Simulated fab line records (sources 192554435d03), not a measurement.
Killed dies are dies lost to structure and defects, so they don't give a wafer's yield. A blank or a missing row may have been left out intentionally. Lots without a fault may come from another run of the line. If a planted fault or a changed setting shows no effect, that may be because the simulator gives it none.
fab line records :: flow n5Finfet
record
  lots=4
  wafers=12
  lastDay=17
route steps=1938 shown WELL_APT@21 PMOS_HMC_CHANNEL_EPI@57 BEOL_M4@1111 PASSIVATION@1936
lots that met no fault: from a run of the same line without faults
startH: start of the lot's first displayed wafer, in hours after the record's first day :: waitH: hours from the lot's prior step to this one :: " same as the row above :: L1.1+2: a row that stands for several wafers :: - no value, or no start was given :: * or withheld: withheld :: < > ~ a bound
route shown NAME@n: NAME is a module with steps in the file, n the number in the route of the first one :: usual: mean/standard deviation of fault-free wafers :: same: alike in all rows :: chamber/n: place in a boat :: sites: each site's reading :: _std_site: standard deviation across them :: _edge_site: mean of outer sites minus mean of inner sites :: radiusMm: for every site, how far away it sits from the centre of the wafer :: mask NAME#n: copy n :: behind: tool/chamber where the wafer was last shaped :: hold: what put the lot on hold/how long, in hours/how the hold closed :: device: names the non-switching transistor (n, p or np) :: end of line: the same wafers' tests at the end of the route :: step lacking rows: just its recipe :: killed: dies lost to structure and defects at the first sort, not the wafer's yield :: map: shows each die of a wafer: x if killed, . if not, _ if none is there
set.NAME: the run value of the setting; set.NAME@STEP: its run value at that earlier step :: model.NAME: the simulator's own value behind a step, which no gauge read
a table for each step, a row for each wafer; lots at some steps of the route
services: when a tool's chamber went out of use (startH, in hours from the record's first day, below 0 if earlier), for how many hours, and the reason
## steps
# step N5_WELL_APT_COAT_02
# recipe
  spinRpm=1357
  resistThkNm=950
# step N5_WELL_APT_EBR_04
# recipe
  solvent=PGMEA
  ebrWidthMm=1.5
# step N5_WELL_APT_SOFTBAKE_03
# recipe
  tempC=130
  timeS=60
# step N5_WELL_APT_EXPOSE_05
# recipe
  maskId=NWELL
  na=0.8
  sourceShape=conventional
  sigmaOuter=0.8
  polarization=unpolarized
  defocusNm=0
  targetCdNm=200
  doseMj=20.3
# step N5_WELL_APT_PEB_06
# recipe
  pebTempC=130
  pebTimeS=90
# step N5_WELL_APT_DEVELOP_07
# recipe
  developTimeS=45
  rinseLiquid=surfactantRinse
  dry=airSpin
  devTempC=21
# step N5_WELL_APT_HARDBAKE_12
# recipe
  tempC=130
  timeS=120
# step N5_WELL_APT_DESCUM_13
# recipe
  chemistry=O2
  timeS=7.9
  sourcePowerW=50
  biasPowerW=20
  pressureMtorr=20
  rfFrequencyHz=2.712e+07
  tempC=40
  o2FlowSccm=225
# step N5_WELL_APT_IMPLANT_14
# recipe
  species=P
  energyKev=160
  doseCm2=1.5e+13
  tiltDeg=0
  rotationDeg=0
# step N5_WELL_APT_IMPLANT_15
# recipe
  species=As
  energyKev=25
  doseCm2=1.5e+13
  tiltDeg=0
  rotationDeg=0
# usual
  doseIonsCm2=1.5001e+13/1.7e+10
  faradayCurrentUA=190/3.7
lot.wafer: L495.2
tool: implanter-02
chamber: 0
startH: 20.39
waitH: 0.1
doseIonsCm2: 1.5006e+13
faradayCurrentUA: 187

lot.wafer: L495.3
tool: implanter-02
chamber: 0
startH: 20.39
waitH: 0.1
doseIonsCm2: 1.4992e+13
faradayCurrentUA: 188

lot.wafer: L495.5
tool: implanter-02
chamber: 0
startH: 20.39
waitH: 0.1
doseIonsCm2: 1.5008e+13
faradayCurrentUA: 180

lot.wafer: L510.2
tool: implanter-02
chamber: 0
startH: 110.30
waitH: 0.1
doseIonsCm2: 1.0469e+13
faradayCurrentUA: 136

lot.wafer: L510.3
tool: implanter-02
chamber: 0
startH: 110.30
waitH: 0.1
doseIonsCm2: 1.0471e+13
faradayCurrentUA: 132

lot.wafer: L510.4
tool: implanter-02
chamber: 0
startH: 110.30
waitH: 0.1
doseIonsCm2: 1.0493e+13
faradayCurrentUA: 128

lot.wafer: L512.3
tool: implanter-02
chamber: 0
startH: 122.00
waitH: 0.1
doseIonsCm2: 1.0517e+13
faradayCurrentUA: 133

lot.wafer: L512.5
tool: implanter-02
chamber: 0
startH: 122.00
waitH: 0.1
doseIonsCm2: 1.0519e+13
faradayCurrentUA: 137

lot.wafer: L512.6
tool: implanter-02
chamber: 0
startH: 122.00
waitH: 0.1
doseIonsCm2: 1.0516e+13
faradayCurrentUA: 134

lot.wafer: L517.1
tool: implanter-01
chamber: 0
startH: 152.18
waitH: 0.1
doseIonsCm2: 1.4995e+13
faradayCurrentUA: 186

lot.wafer: L517.2
tool: implanter-01
chamber: 0
startH: 152.18
waitH: 0.1
doseIonsCm2: 1.4994e+13
faradayCurrentUA: 185

lot.wafer: L517.4
tool: implanter-01
chamber: 0
startH: 152.18
waitH: 0.1
doseIonsCm2: 1.4996e+13
faradayCurrentUA: 190
# step N5_WELL_APT_STRIP_16
# recipe
  chemistry=SPM
  timeS=900
  tempC=130
  h2so4H2o2VolRatio=4
  dry=ipaMarangoni
# step N5_WELL_APT_HMDS_18
# recipe
  timeS=60
  tempC=120
# step N5_WELL_APT_COAT_19
# recipe
  spinRpm=1357
  resistThkNm=950
# step N5_WELL_APT_EBR_21
# recipe
  solvent=PGMEA
  ebrWidthMm=1.5
# step N5_WELL_APT_SOFTBAKE_20
# recipe
  tempC=130
  timeS=60
# step N5_WELL_APT_EXPOSE_22
# recipe
  maskId=PWELL
  na=0.8
  sourceShape=conventional
  sigmaOuter=0.8
  polarization=unpolarized
  defocusNm=0
  targetCdNm=200
  doseMj=23.2
# step N5_WELL_APT_PEB_23
# recipe
  pebTempC=130
  pebTimeS=90
# step N5_WELL_APT_DEVELOP_24
# recipe
  developTimeS=45
  rinseLiquid=surfactantRinse
  dry=airSpin
  devTempC=21
# step N5_WELL_APT_HARDBAKE_29
# recipe
  tempC=130
  timeS=120
# step N5_WELL_APT_DESCUM_30
# recipe
  chemistry=O2
  timeS=7.9
  sourcePowerW=50
  biasPowerW=20
  pressureMtorr=20
  rfFrequencyHz=2.712e+07
  tempC=40
  o2FlowSccm=225
# step N5_WELL_APT_IMPLANT_31
# recipe
  species=B
  energyKev=60
  doseCm2=1.5e+13
  tiltDeg=0
  rotationDeg=0
# step N5_WELL_APT_IMPLANT_32
# recipe
  species=BF2
  energyKev=50
  doseCm2=2e+13
  tiltDeg=0
  rotationDeg=0
# step N5_WELL_APT_STRIP_33
# recipe
  chemistry=SPM
  timeS=900
  tempC=130
  h2so4H2o2VolRatio=4
  dry=ipaMarangoni
# step N5_WELL_APT_RTA_34
# recipe
  tempC=1000
  timeS=10
  ambient=N2
  idleTempC=600
  rampUpCPerS=150
  rampDownCPerS=60
  coolToC=600
# step N5_WELL_APT_OXIDE_STRIP_42
# recipe
  chemistry=dHF
  dilution=25:1
  timeS=45
  tempC=25
  target=SiO2
  targetDepthA=120
# step N5_WELL_APT_PRECLEAN_36
# recipe
  chemistry=O3/DIW
  timeS=45
  tempC=22
  o3Ppm=10
# step N5_WELL_APT_PRECLEAN_39
# recipe
  chemistry=dHF
  timeS=60
  dilution=150:1
  tempC=25
# step N5_WELL_APT_SRD_37
# recipe
  dry=ipaMarangoni
  doPpb=5
  timeS=30
  tempC=23
  rinseLiquid=diw
# step N5_WELL_APT_EPI_41
# recipe
  material=Si
  targetThkA=500
  tempC=650
  precursor=SiH4/H2
  pressureTorr=20
  timeS=297.7
# step N5_PMOS_HMC_CHANNEL_EPI_HM_DEP_34
# recipe
  material=SiO2
  targetThkA=360
  tempC=400
  precursor=TEOS/O2
  pressureTorr=6.5
  rfW=900
  teosFlowSccm=161.4
  gas=O2
  flowSccm=2650
  timeS=6.9
# step N5_PMOS_HMC_CHANNEL_EPI_COAT_31
# recipe
  resist=BARC
  tempC=205
  timeS=60
  spinRpm=1500
  resistThkNm=66
# step N5_PMOS_HMC_CHANNEL_EPI_COAT_03
# recipe
  resist=CAR-ArF-block
  spinRpm=1500
  resistThkNm=205
# step N5_PMOS_HMC_CHANNEL_EPI_EBR_05
# recipe
  solvent=PGMEA
  ebrWidthMm=1.5
# step N5_PMOS_HMC_CHANNEL_EPI_SOFTBAKE_04
# recipe
  tempC=110
  timeS=60
  resist=CAR-ArF-block
# step N5_PMOS_HMC_CHANNEL_EPI_EXPOSE_06
# recipe
  maskId=PMOS_HMC_BLK
  na=1.35
  sourceShape=conventional
  sigmaOuter=0.8
  polarization=unpolarized
  targetCdNm=240
  doseMj=41
# step N5_BEOL_M4_RC_MEAS_101
# usual
  CJ_P=5.81/0.16
  DIBL_N=37.2/1.9
  DIBL_P=37.3/2.2
  IOFF_N=0.18/0.038
  IOFF_P=0.22/0.039
  ION_N=678/11
  ION_P=462/6.9
  SS_N=71.8/0.68
  SS_P=73.5/0.65
  VT_N=249/3.4
  VT_P=-250/3.2
lot.wafer: L495.2
tool: prober-02
chamber: 0
startH: 179.46
waitH: 0.2
CJ_P: 5.39
DIBL_N[mV/V]: 35.8
DIBL_P[mV/V]: 36.6
IOFF_N[nA/um]: 0.16
IOFF_P[nA/um]: 0.17
ION_N[uA/um]: 678
ION_P[uA/um]: 458
SS_N[mV/dec]: 71.4
SS_P[mV/dec]: 73.2
VT_N[mV]: 252
VT_P[mV]: -253

lot.wafer: L495.3
tool: prober-02
chamber: 0
startH: 179.46
waitH: 0.2
CJ_P: 6.06
DIBL_N[mV/V]: 38.1
DIBL_P[mV/V]: 40.2
IOFF_N[nA/um]: 0.20
IOFF_P[nA/um]: 0.23
ION_N[uA/um]: 676
ION_P[uA/um]: 460
SS_N[mV/dec]: 72.0
SS_P[mV/dec]: 74.2
VT_N[mV]: 247
VT_P[mV]: -248

lot.wafer: L495.5
tool: prober-02
chamber: 0
startH: 179.46
waitH: 0.2
CJ_P: 6.01
DIBL_N[mV/V]: 37.9
DIBL_P[mV/V]: 37.7
IOFF_N[nA/um]: 0.19
IOFF_P[nA/um]: 0.20
ION_N[uA/um]: 681
ION_P[uA/um]: 451
SS_N[mV/dec]: 72.6
SS_P[mV/dec]: 74.3
VT_N[mV]: 250
VT_P[mV]: -252

lot.wafer: L510.2
tool: prober-01
chamber: 0
startH: 267.36
waitH: 0.2
CJ_P: 4.90
DIBL_N[mV/V]: 37.0
DIBL_P[mV/V]: 38.5
IOFF_N[nA/um]: 0.20
IOFF_P[nA/um]: 0.22
ION_N[uA/um]: 678
ION_P[uA/um]: 459
SS_N[mV/dec]: 72.6
SS_P[mV/dec]: 73.8
VT_N[mV]: 248
VT_P[mV]: -252

lot.wafer: L510.3
tool: prober-01
chamber: 0
startH: 267.36
waitH: 0.2
CJ_P: 4.53
DIBL_N[mV/V]: 33.4
DIBL_P[mV/V]: 35.7
IOFF_N[nA/um]: 0.14
IOFF_P[nA/um]: 0.18
ION_N[uA/um]: 666
ION_P[uA/um]: 456
SS_N[mV/dec]: 71.2
SS_P[mV/dec]: 72.7
VT_N[mV]: 252
VT_P[mV]: -254

lot.wafer: L510.4
tool: prober-01
chamber: 0
startH: 267.36
waitH: 0.2
CJ_P: 4.77
DIBL_N[mV/V]: 37.0
DIBL_P[mV/V]: 39.7
IOFF_N[nA/um]: 0.21
IOFF_P[nA/um]: 0.24
ION_N[uA/um]: 686
ION_P[uA/um]: 465
SS_N[mV/dec]: 72.8
SS_P[mV/dec]: 73.9
VT_N[mV]: 247
VT_P[mV]: -250

lot.wafer: L512.3
tool: prober-01
chamber: 0
startH: 281.33
waitH: 0.3
CJ_P: 4.73
DIBL_N[mV/V]: 36.4
DIBL_P[mV/V]: 35.6
IOFF_N[nA/um]: 0.15
IOFF_P[nA/um]: 0.20
ION_N[uA/um]: 677
ION_P[uA/um]: 463
SS_N[mV/dec]: 70.8
SS_P[mV/dec]: 73.0
VT_N[mV]: 250
VT_P[mV]: -251

lot.wafer: L512.5
tool: prober-01
chamber: 0
startH: 281.33
waitH: 0.3
CJ_P: 4.73
DIBL_N[mV/V]: 40.0
DIBL_P[mV/V]: 39.5
IOFF_N[nA/um]: 0.23
IOFF_P[nA/um]: 0.26
ION_N[uA/um]: 681
ION_P[uA/um]: 462
SS_N[mV/dec]: 72.8
SS_P[mV/dec]: 73.8
VT_N[mV]: 246
VT_P[mV]: -247

lot.wafer: L512.6
tool: prober-01
chamber: 0
startH: 281.33
waitH: 0.3
CJ_P: 4.90
DIBL_N[mV/V]: 36.2
DIBL_P[mV/V]: 35.9
IOFF_N[nA/um]: 0.16
IOFF_P[nA/um]: 0.21
ION_N[uA/um]: 678
ION_P[uA/um]: 467
SS_N[mV/dec]: 71.5
SS_P[mV/dec]: 73.2
VT_N[mV]: 248
VT_P[mV]: -247

lot.wafer: L517.1
tool: prober-02
chamber: 0
startH: 310.12
waitH: 0.0
CJ_P: 5.97
DIBL_N[mV/V]: 33.7
DIBL_P[mV/V]: 34.0
IOFF_N[nA/um]: 0.12
IOFF_P[nA/um]: 0.16
ION_N[uA/um]: 668
ION_P[uA/um]: 455
SS_N[mV/dec]: 70.9
SS_P[mV/dec]: 72.6
VT_N[mV]: 254
VT_P[mV]: -253

lot.wafer: L517.2
tool: prober-02
chamber: 0
startH: 310.12
waitH: 0.0
CJ_P: 5.81
DIBL_N[mV/V]: 34.2
DIBL_P[mV/V]: 33.8
IOFF_N[nA/um]: 0.12
IOFF_P[nA/um]: 0.16
ION_N[uA/um]: 669
ION_P[uA/um]: 454
SS_N[mV/dec]: 70.7
SS_P[mV/dec]: 73.1
VT_N[mV]: 254
VT_P[mV]: -255

lot.wafer: L517.4
tool: prober-02
chamber: 0
startH: 310.12
waitH: 0.0
CJ_P: 5.75
DIBL_N[mV/V]: 38.9
DIBL_P[mV/V]: 40.4
IOFF_N[nA/um]: 0.23
IOFF_P[nA/um]: 0.25
ION_N[uA/um]: 689
ION_P[uA/um]: 466
SS_N[mV/dec]: 72.7
SS_P[mV/dec]: 74.6
VT_N[mV]: 246
VT_P[mV]: -251
# step N5_PASSIVATION_PROBE_49
# usual
  defectLimitedYield=91.2/1.6
  killed_at_M0_to_M3=31/10
  killed_at_M4_up=14/4.4
  killedAtContacts=13/6
  killedAtFrontEnd=43/13
  killedAtOther=3.5/2.6
  killedDies=104/18
  killedOpen=68/14
  killedShort=34/8.1
  sort_bin_5_function=5.1/1.1
  sort_bin_6_memory=3.3/0.68
  sortNPass=1076/18
  sortYieldPct=91.2/1.6
# same
  grossDies=1180
  killedAtBackSide=0
  sort_bin_4_leakage[%]=0
  sort_bin_8_speed[%]=0
lot.wafer: L510.2
tool: prober-01
chamber: -
startH: 382.08
waitH: 0.1
defectLimitedYield[%]: 89.5
killed_at_M0_to_M3: 28
killed_at_M4_up: 17
killedAtContacts: 14
killedAtFrontEnd: 64
killedAtOther: 1
killedDies: 124
killedOpen: 90
killedShort: 34
sort_bin_5_function[%]: 6.4
sort_bin_6_memory[%]: 3.8
sortNPass: 1056
sortYieldPct[%]: 89.5

lot.wafer: L510.3
tool: prober-01
chamber: -
startH: 382.13
waitH: 0.1
defectLimitedYield[%]: 87.8
killed_at_M0_to_M3: 45
killed_at_M4_up: 14
killedAtContacts: 24
killedAtFrontEnd: 59
killedAtOther: 2
killedDies: 144
killedOpen: 102
killedShort: 41
sort_bin_5_function[%]: 7.1
sort_bin_6_memory[%]: 5.1
sortNPass: 1036
sortYieldPct[%]: 87.8

lot.wafer: L512.3
tool: prober-02
chamber: -
startH: 394.80
waitH: 0.1
defectLimitedYield[%]: 90.3
killed_at_M0_to_M3: 31
killed_at_M4_up: 8
killedAtContacts: 12
killedAtFrontEnd: 61
killedAtOther: 2
killedDies: 114
killedOpen: 65
killedShort: 37
sort_bin_5_function[%]: 5.6
sort_bin_6_memory[%]: 3.1
sortNPass: 1066
sortYieldPct[%]: 90.3
# killed by level:class
L510.2 STI_FIN_REVEAL:geometricParticle:open=24 MOL_CONTACT_COAG:geometricParticle:open=9 BEOL_M2:geometricParticle:open=9 FIN_SAQP:geometricParticle:open=7 ILD0:geometricParticle:short=7 BEOL_M5:geometricParticle:open=6 STI_FIN_REVEAL:geometricParticle:short=5 DUMMY_GATE:geometricParticle:open=5
L510.3 MOL_CONTACT_COAG:geometricParticle:open=20 BEOL_M2:geometricParticle:open=13 FIN_SAQP:geometricParticle:open=12 BEOL_M0_SAQP:geometricParticle:short=11 DUMMY_GATE:geometricParticle:open=10 STI_FIN_REVEAL:geometricParticle:open=8 BEOL_M3:geometricParticle:open=6 GATE_CUT:geometricParticle:short=5
L512.3 MOL_CONTACT_COAG:geometricParticle:open=11 FIN_SAQP:geometricParticle:short=10 HKMG_FIN:areaEtch=10 STI_FIN_REVEAL:geometricParticle:open=8 GATE_CUT:geometricParticle:short=8 BEOL_M3:geometricParticle:open=8 DUMMY_GATE:geometricParticle:open=7 BEOL_M2:geometricParticle:open=7
## services
tool: implanter-01
chamber: -
startH: 50.08
hours: 3.8
kind: repair

tool: implanter-01
chamber: -
startH: 82.77
hours: 6.2
kind: repair

tool: implanter-01
chamber: -
startH: 88.99
hours: 23.0
kind: pm

tool: implanter-02
chamber: -
startH: 112.00
hours: 9.0
kind: pm
## key
firstSign
  step=N5_WELL_APT_IMPLANT_15
  reading=doseIonsCm2
  direction=down
  sigmas=99+
  usual=1.5001e+13
  struck=1.0497e+13
effect
  step=N5_WELL_APT_IMPLANT_15
  reading=faradayCurrentUA
  direction=down
  sigmas=15
  usual=190
  struck=133
effect
  step=N5_BEOL_M4_RC_MEAS_101
  reading=CJ_P
  direction=down
  sigmas=6.7
  usual=5.81
  struck=4.76
metAt N5_WELL_APT_IMPLANT_15
struckWafers L510.2,L510.3,L510.4,L512.3,L512.5,L512.6
baselineLoss
  step=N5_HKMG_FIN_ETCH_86
  wafers=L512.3
onsetBetween 20.39 110.30
fault
  kind=processParameterDrift
  tool=implanter-02
  chamber=-
  onsetH=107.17
  steps=N5_WELL_APT_IMPLANT_15
  channel=doseCm2
  offset=-4.5048e+12
  shape=step
  endH=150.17
  actsIn=theseRecipesOnly
  stated=1.5e+13
# baselineLoss: these wafers lose ten dies or more at that step, a loss of the line's own and not of a fault; the sort's usual values leave them out
